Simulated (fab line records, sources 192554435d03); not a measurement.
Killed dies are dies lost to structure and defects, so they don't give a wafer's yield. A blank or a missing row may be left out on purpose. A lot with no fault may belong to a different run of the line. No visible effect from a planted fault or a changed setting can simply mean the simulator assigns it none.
fab line records    flow n5-finfet
[record] lots = 5  wafers = 15  last-day = 18
route steps=1938 shown BEOL_M4@1052 PASSIVATION@1936
lots that met no fault: taken from a fault-free run of the same line
start-h: the number of hours between the record's first day and the start of the first shown wafer of the lot    wait-h: hours elapsed since this lot's preceding step    " unchanged from the row above    L1.1+2: a row that stands for several wafers    - value missing, or start not given    * or withheld: withheld    < > ~ a bound
route shown NAME@n: NAME is a module with steps in the file, n the number in the route of the first one    usual: mean and standard deviation over wafers with no fault    same: alike in all rows    chamber/n: place in a boat    sites: per-site readings    _std_site: the values' standard deviation    _edge_site: the outer-site mean with the inner-site mean subtracted    radius-mm: for every site, how far away it sits from the centre of the wafer    mask NAME#n: copy n    behind: the tool/chamber that last shaped the wafer    hold: why the lot was held/for how many hours/how that ended    device: names the non-switching transistor (n, p or np)    end of line: tests run on the same wafers once the route is complete    a step given without rows: its recipe and nothing more    killed: dies lost to structure and defects at the first sort, not the wafer's yield    map: dies across one wafer; x = killed, . = not, _ = none there
set.NAME: setting as actually run; set.NAME@STEP: the setting as run at that earlier step    model.NAME: the simulator's own value behind a step, which no gauge read
lots at selected steps of the route; one table per step, one row per wafer
services: when a tool's chamber went out of use (start-h, in hours from the record's first day, below 0 if earlier), for how many hours, and the reason
[[steps]]
[step N5_BEOL_M4_SOFTBAKE_23]
[recipe] temp-c = 110  time-s = 60  resist = CAR-EUV
[step N5_BEOL_M4_EXPOSE_25]
[recipe] mask-id = V3  na = 0.33  source-shape = quasar  sigma-inner = 0.2  sigma-outer = 0.8  polarization = unpolarized  defocus-nm = 5  dose-mj = 63
[step N5_BEOL_M4_PEB_26]
[recipe] peb-temp-c = 100  peb-time-s = 60  resist = CAR-EUV
[step N5_BEOL_M4_DEVELOP_27]
[recipe] develop-time-s = 30  developer = TMAH  resist = CAR-EUV  rinse-liquid = surfactant-rinse  dry = air-spin  dev-temp-c = 23
[step N5_BEOL_M4_DESCUM_33]
[recipe] chemistry = O2  time-s = 7  source-power-w = 50  bias-power-w = 20  pressure-mtorr = 20  rf-frequency-hz = 2.712e+07  temp-c = 40  resist = CAR-EUV  o2-flow-sccm = 225
[step N5_BEOL_M4_ETCH_77]
[recipe] chemistry = N2/H2  target = underlayer  target-depth-a = 65  mask-material = CAR-EUV  time-s = 5.2  ion-energy-ev = 200  pressure-mtorr = 30  source-w = 840  bias-w = 150  n2-flow-sccm = 200  h2-flow-sccm = 200  ends = cleared
[step N5_BEOL_M4_ETCH_69]
[recipe] chemistry = CF4  target = SiARC  target-depth-a = 156  mask-material = CAR-EUV  time-s = 26  ion-energy-ev = 80  pressure-mtorr = 40  source-w = 545  bias-w = 36  Ar_flow_sccm = 100  cf4-flow-sccm = 100  ends = cleared
[step N5_BEOL_M4_ALD_98]
[recipe] material = SiO2  target-thk-a = 25  temp-c = 100  ald-precursor-family = BDEAS  ald-co-reactant = O2-plasma  pulse-time-s = 1  co-reactant-pulse-time-s = 1  purge-time-s = 2  co-reactant-purge-time-s = 2  ald-cycles = 17  pressure-torr = 2
[step N5_BEOL_M4_ETCHBACK_99]
[recipe] chemistry = CHF3  target = SiO2  target-depth-a = 50  time-s = 10.4  source-w = 215  bias-w = 47  Ar_flow_sccm = 200  CHF3_flow_sccm = 12  ion-energy-ev = 100  pressure-mtorr = 30
[step N5_BEOL_M4_ETCH_70]
[recipe] chemistry = N2/H2  target = SOC  target-depth-a = 800  overetch-a = 240  mask-material = SiARC  temp-c = 40  time-s = 130  ion-energy-ev = 200  pressure-mtorr = 30  source-w = 840  bias-w = 150  n2-flow-sccm = 200  h2-flow-sccm = 200
[usual] bias-w = 150.0/0.43  chamber-pressure-mTorr = 30.005/0.028  drypump-motor-current-A = 5.8/0.6  oes-product-au = 0.58/0.058  rf-fwd-power-W = 836/3.1  rf-vpp-V = 522.5/2.3  showerhead-plenum-p-Torr = 2.50/0.077  throttle-valve-pct = 17.7/0.36
lot.wafer  tool         chamber  start-h  wait-h  bias-w  chamber-pressure-mTorr  drypump-motor-current-A  oes-product-au  rf-fwd-power-W  rf-hours-counter-h  rf-vpp-V  showerhead-plenum-p-Torr  throttle-valve-pct  model.SiARC_of_BEOL_M4_COAT_68.thk-nm
L541.1     rie-diel-02  0        171.75   0.0     149.7   30.036                  5.0                      0.64            839             44                  520.9     2.50                      17.8                5.6
L541.5     "            1        "        "       149.4   30.007                  5.5                      0.65            835             -                   521.0     2.48                      17.2                6
L541.6     "            2        "        "       150.3   29.976                  6.3                      0.58            834             -                   521.7     2.47                      17.8                6
L554.2     rie-diel-02  1        260.25   0.0     125.4   30.064                  5.5                      0.60            831             66                  467.5     2.46                      17.3                7.2
L554.3     "            0        "        "       125.6   29.989                  5.1                      0.60            835             77                  466.3     2.49                      17.9                7
L554.6     "            0        "        "       125.5   29.994                  5.1                      0.62            840             -                   467.6     2.49                      17.9                7
L556.1     rie-diel-02  2        260.89   0.0     125.5   30.031                  6.2                      0.55            837             121                 466.9     2.46                      17.9                7.2
L556.4     "            2        "        "       125.4   29.992                  6.2                      0.55            838             -                   465.8     2.46                      17.9                7.2
L556.5     "            1        "        "       126.3   30.039                  5.5                      0.61            839             -                   467.6     2.46                      17.3                7.2
L557.4     rie-diel-02  1        265.69   0.1     125.4   30.010                  5.5                      0.61            835             -                   467.0     2.46                      17.3                7.2
L557.5     "            1        "        "       125.7   29.997                  5.5                      0.60            832             -                   466.5     2.46                      17.3                7.4
L557.6     "            2        "        "       125.9   29.953                  6.2                      0.56            835             -                   467.7     2.45                      17.9                7.4
L561.1     rie-diel-05  0        306.04   0.0     149.3   30.079                  6.0                      0.54            837             172                 521.0     2.44                      17.8                6
L561.3     "            2        "        "       149.4   29.988                  6.6                      0.50            840             248                 522.3     2.51                      18.1                5.8
L561.5     "            0        "        "       150.2   29.999                  6.0                      0.54            839             -                   522.2     2.44                      17.8                6
[step N5_BEOL_M4_STRIP_71]
[recipe] chemistry = N2/H2  temp-c = 40  n2-flow-sccm = 200  h2-flow-sccm = 200  rf-frequency-hz = 6e+07
[step N5_BEOL_M4_RC_MEAS_101]
[usual] DIBL_N = 35.9/1.7  DIBL_P = 36.0/2.2  IOFF_N = 0.16/0.031  IOFF_P = 0.21/0.039  ION_N = 678/13  ION_P = 464/8.8  SS_N = 71.5/0.61  SS_P = 73.2/0.68  VT_N = 249/3.3  VT_P = -250/3.8
lot.wafer  tool       chamber  start-h  wait-h  DIBL_N[mV/V]  DIBL_P[mV/V]  IOFF_N[nA/um]  IOFF_P[nA/um]  ION_N[uA/um]  ION_P[uA/um]  SS_N[mV/dec]  SS_P[mV/dec]  VT_N[mV]  VT_P[mV]
L541.1     prober-01  0        177.91   0.0     37.7          35.9          0.17           0.21           681           464           72.5          73.6          249       -251
L541.5     "          0        "        "       36.4          34.3          0.15           0.18           679           458           71.9          73.8          251       -252
L541.6     "          0        "        "       36.6          35.2          0.17           0.19           686           458           70.9          73.5          246       -253
L556.1     prober-02  0        265.12   0.0     36.7          38.0          0.17           0.22           680           463           71.7          74.4          249       -252
L556.4     "          0        "        "       36.1          37.2          0.16           0.21           675           462           71.6          74.1          251       -251
L556.5     "          0        "        "       34.8          35.6          0.15           0.18           671           461           71.7          73.1          252       -255
L554.2     prober-01  0        265.14   0.2     35.7          36.1          0.17           0.23           687           474           71.6          73.3          248       -248
L554.3     "          0        "        "       35.7          36.2          0.15           0.23           682           475           71.2          73.5          247       -245
L554.6     "          0        "        "       36.9          37.1          0.18           0.25           701           473           71.8          73.6          245       -245
L557.4     prober-01  0        272.47   0.5     34.7          34.0          0.14           0.18           667           453           70.7          73.8          251       -252
L557.5     "          0        "        "       35.6          34.1          0.14           0.18           670           462           70.9          73.1          251       -253
L557.6     "          0        "        "       34.0          32.4          0.12           0.16           662           450           70.1          72.2          252       -255
L561.1     prober-02  0        310.75   0.0     36.0          38.1          0.17           0.25           671           470           72.9          73.5          249       -246
L561.3     "          0        "        "       36.0          38.6          0.19           0.26           697           477           72.2          74.0          246       -247
L561.5     "          0        "        "       35.2          37.2          0.17           0.24           688           480           71.9          73.5          249       -248
[step N5_PASSIVATION_PROBE_49]
[usual] defect-limited-yield = 90.9/1.5  killed_at_M0_to_M3 = 36/10  killed_at_M4_up = 13/5.5  killed-at-contacts = 12/5.6  killed-at-front-end = 42/12  killed-at-other = 4/3.2  killed-dies = 108/18  killed-open = 71/13  killed-short = 34/7.8  sort_bin_5_function = 5.4/1  sort_bin_6_memory = 3.4/0.68  sort-n-pass = 1072/18  sort-yield-pct = 90.9/1.5
[same] gross-dies = 1180  killed-at-back-side = 0  sort_bin_4_leakage[%] = 0  sort_bin_8_speed[%] = 0
lot.wafer  tool       chamber  start-h  wait-h  defect-limited-yield[%]  killed_at_M0_to_M3  killed_at_M4_up  killed-at-contacts  killed-at-front-end  killed-at-other  killed-dies  killed-open  killed-short  sort_bin_5_function[%]  sort_bin_6_memory[%]  sort-n-pass  sort-yield-pct[%]
L557.4     prober-01  -        401.05   0.2     91.4                     47                  11               6                   37                   0                101          69           28            5.1                     3.0                   1079         91.4
L557.5     prober-01  -        401.10   0.2     90.2                     29                  17               9                   59                   2                116          85           30            6.1                     3.4                   1064         90.2
L557.6     prober-01  -        401.15   0.3     89.2                     35                  19               16                  46                   12               128          81           45            6.7                     3.7                   1052         89.2
// killed by level:class
L557.4 BEOL_M3:geometric-particle:open=15 BEOL_M2:geometric-particle:open=9 STI_FIN_REVEAL:geometric-particle:open=8 BEOL_M0_SAQP:geometric-particle:open=7 DUMMY_GATE:geometric-particle:open=6 FIN_SAQP:geometric-particle:open=5 BEOL_M0_SAQP:geometric-particle:short=5 MOL_CONTACT_COAG:geometric-particle:open=4
L557.5 STI_FIN_REVEAL:geometric-particle:open=30 BEOL_M0_SAQP:geometric-particle:short=8 FIN_SAQP:geometric-particle:short=7 MOL_CONTACT_COAG:geometric-particle:open=7 BEOL_M4:geometric-particle:open=7 BEOL_M0_SAQP:geometric-particle:open=6 BEOL_M2:geometric-particle:open=5 BEOL_M3:geometric-particle:open=5
L557.6 MOL_CONTACT_COAG:geometric-particle:open=14 STI_FIN_REVEAL:geometric-particle:open=12 FIN_SAQP:geometric-particle:short=11 BEOL_M3:geometric-particle:open=10 FIN_SAQP:geometric-particle:open=7 STI_FIN_REVEAL:geometric-particle:short=6 BEOL_M2:geometric-particle:open=6 BEOL_M5:geometric-particle:open=5
[[services]]
tool         chamber  start-h  hours  kind
rie-diel-05  1        162.15   36.3   repair
rie-diel-02  1        198.27   1.6    repair
rie-diel-02  -        229.71   0.5    repair
rie-diel-05  0        258.19   9.4    repair
rie-diel-02  3        259.59   -      clean
rie-diel-02  3        259.59   -      consumable-replace:focus-ring
rie-diel-02  3        259.59   11.6   scheduled-down
rie-diel-02  3        259.59   11.6   vent-cycle
rie-diel-02  0        264.49   9.9    repair
[[key]]
[first-sign] step = N5_BEOL_M4_ETCH_70  reading = bias-w  direction = down  sigmas = 56  usual = *  struck = *
[effect] step = N5_BEOL_M4_ETCH_70  reading = rf-vpp-V  direction = down  sigmas = 24  usual = 522.5  struck = 467.0
[model-effect] step = N5_BEOL_M4_ETCH_70  value = SiARC_of_BEOL_M4_COAT_68.thk-nm  without = 5.933  struck = 7.2
met-at N5_BEOL_M4_ETCH_70
struck-wafers L554.2,L554.3,L554.6,L556.1,L556.4,L556.5,L557.4,L557.5,L557.6
onset-between 171.75 260.25
[fault] kind = process-parameter-drift  tool = rie-diel-02  chamber = -  onset-h = 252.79  steps = N5_BEOL_M4_ETCH_70  channel = bias-w  offset = *  shape = step  end-h = 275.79  acts-in = *  stated = *
